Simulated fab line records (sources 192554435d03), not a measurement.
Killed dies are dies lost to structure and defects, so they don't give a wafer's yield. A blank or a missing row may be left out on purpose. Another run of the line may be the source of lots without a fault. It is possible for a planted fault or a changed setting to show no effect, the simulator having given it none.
Which of the tools did it? :: flow n5-finfet :: at 1 step of a route of 1938, 9 lots with 27 wafers sampled

## WHAT EACH GAUGE READ, for each wafer
N5_BEOL_M4_RC_MEAS_101. Usual: DIBL_N 36.6 mV/V, standard deviation 2.1; DIBL_P 36.3 mV/V, standard deviation 2.2; IOFF_N 0.16 nA/um, standard deviation 0.036; IOFF_P 0.21 nA/um, standard deviation 0.038; ION_N 671 uA/um, standard deviation 12; ION_P 460 uA/um, standard deviation 7.5; SS_N 71.8 mV/dec, standard deviation 0.72; SS_P 73.3 mV/dec, standard deviation 0.72; VT_N 250 mV, standard deviation 3.2; VT_P -250 mV, standard deviation 3.5.
lot: L516
measured: day 8 13:08
on: prober-01
DIBL_N (mV/V): 36.6 34.7 35.2
DIBL_P (mV/V): 35.8 33.8 33.3
IOFF_N (nA/um): 0.18 0.14 0.14
IOFF_P (nA/um): 0.21 0.18 0.17
ION_N (uA/um): 674 670 664
ION_P (uA/um): 458 463 452
SS_N (mV/dec): 71.9 71.7 71.7
SS_P (mV/dec): 73.5 73.2 72.9
VT_N (mV): 249 250 251
VT_P (mV): -251 -254 -253
flag: 

lot: L518
measured: day 9 00:05
on: prober-01
DIBL_N (mV/V): 37.5 38.7 39.7
DIBL_P (mV/V): 36.5 37.5 39.3
IOFF_N (nA/um): 0.18 0.21 0.24
IOFF_P (nA/um): 0.23 0.27 0.32
ION_N (uA/um): 673 697 686
ION_P (uA/um): 463 474 464
SS_N (mV/dec): 71.3 72.4 72.7
SS_P (mV/dec): 73.2 73.8 74.3
VT_N (mV): 247 246 242
VT_P (mV): -248 -245 -242
flag: 

lot: L520
measured: day 9 20:33
on: prober-02
DIBL_N (mV/V): 38.0 39.1 40.2
DIBL_P (mV/V): 36.7 37.5 38.5
IOFF_N (nA/um): 0.17 0.18 0.21
IOFF_P (nA/um): 0.23 0.24 0.26
ION_N (uA/um): 659 674 673
ION_P (uA/um): 459 465 461
SS_N (mV/dec): 72.0 72.2 72.8
SS_P (mV/dec): 73.5 73.8 73.4
VT_N (mV): 249 248 245
VT_P (mV): -247 -248 -247
flag: 

lot: L526
measured: day 11 02:44
on: prober-01
DIBL_N (mV/V): 40.5 42.0 40.0
DIBL_P (mV/V): 39.9 42.1 37.6
IOFF_N (nA/um): 0.23 0.27 0.20
IOFF_P (nA/um): 0.26 0.30 0.21
ION_N (uA/um): 696 694 666
ION_P (uA/um): 469 470 452
SS_N (mV/dec): 72.1 73.8 73.2
SS_P (mV/dec): 74.7 74.8 73.8
VT_N (mV): 244 246 249
VT_P (mV): -249 -244 -251
flag: 

lot: L527
measured: day 11 03:21
on: prober-01
DIBL_N (mV/V): 34.3 35.9 36.2
DIBL_P (mV/V): 34.3 36.8 37.5
IOFF_N (nA/um): 0.13 0.16 0.17
IOFF_P (nA/um): 0.17 0.21 0.22
ION_N (uA/um): 644 667 673
ION_P (uA/um): 444 463 458
SS_N (mV/dec): 72.1 71.9 72.4
SS_P (mV/dec): 73.3 72.9 73.7
VT_N (mV): 256 250 246
VT_P (mV): -256 -252 -251
flag: 

lot: L532
measured: day 12 15:39
on: prober-01
DIBL_N (mV/V): 37.1 36.6 35.7
DIBL_P (mV/V): 38.6 35.5 35.3
IOFF_N (nA/um): 0.14 0.13 0.12
IOFF_P (nA/um): 0.21 0.16 0.16
ION_N (uA/um): 657 653 648
ION_P (uA/um): 457 443 447
SS_N (mV/dec): 71.7 71.6 71.1
SS_P (mV/dec): 74.2 73.5 72.5
VT_N (mV): 252 254 255
VT_P (mV): -251 -257 -254
flag: 

lot: L534
measured: day 13 02:57
on: prober-01
DIBL_N (mV/V): 37.2 33.6 34.7
DIBL_P (mV/V): 35.3 32.8 33.9
IOFF_N (nA/um): 0.16 0.12 0.14
IOFF_P (nA/um): 0.24 0.21 0.21
ION_N (uA/um): 658 666 667
ION_P (uA/um): 456 468 469
SS_N (mV/dec): 72.2 70.6 70.3
SS_P (mV/dec): 73.5 72.2 72.7
VT_N (mV): 251 255 247
VT_P (mV): -246 -249 -246
flag: 

lot: L535
measured: day 13 11:47
on: prober-01
DIBL_N (mV/V): 36.2 36.7 34.0
DIBL_P (mV/V): 34.9 35.4 31.1
IOFF_N (nA/um): 0.14 0.14 0.10
IOFF_P (nA/um): 0.17 0.19 0.13
ION_N (uA/um): 672 673 659
ION_P (uA/um): 461 463 451
SS_N (mV/dec): 71.9 71.5 70.7
SS_P (mV/dec): 72.5 73.0 71.5
VT_N (mV): 251 250 254
VT_P (mV): -255 -253 -258
flag: 

lot: L536
measured: day 13 12:16
on: prober-02
DIBL_N (mV/V): 35.4 36.7 36.5
DIBL_P (mV/V): 34.1 37.2 36.3
IOFF_N (nA/um): 0.15 0.17 0.16
IOFF_P (nA/um): 0.20 0.27 0.23
ION_N (uA/um): 671 686 678
ION_P (uA/um): 462 478 467
SS_N (mV/dec): 70.7 71.8 71.5
SS_P (mV/dec): 73.4 73.5 74.0
VT_N (mV): 250 247 249
VT_P (mV): -248 -245 -246
flag: 

## EACH LOT AND THE TOOL THAT RAN IT (in order: tool; ch and the chambers of the sampled wafers; start)
The record holds no process step before these readings.

## WHAT THE TOOLS THEMSELVES READ (means of the sampled wafers that have a number; where no wafer has one, the mark that the record gives instead)
The record holds no such reading with a usual standard deviation.

## THE ANSWER, worked out from the rows above alone
Rule: take the mean of a lot's wafers that have a number; if it is more than 3 standard deviations from the usual mean, the lot is off. A lot without any number at a reading at which 4 lots or more have one is off too. All remaining lots with rows at the step are treated as sound. After the gauges, taken in route order, come the tools' own readings; for these a lot's mean is taken, as printed above. At the first step where some lot is off, the reading lying furthest off is the one used; lots without a number count as furthest.
Nothing can be told from this: no lot is off at any reading shown.

## WHAT THE SIMULATOR PUT IN
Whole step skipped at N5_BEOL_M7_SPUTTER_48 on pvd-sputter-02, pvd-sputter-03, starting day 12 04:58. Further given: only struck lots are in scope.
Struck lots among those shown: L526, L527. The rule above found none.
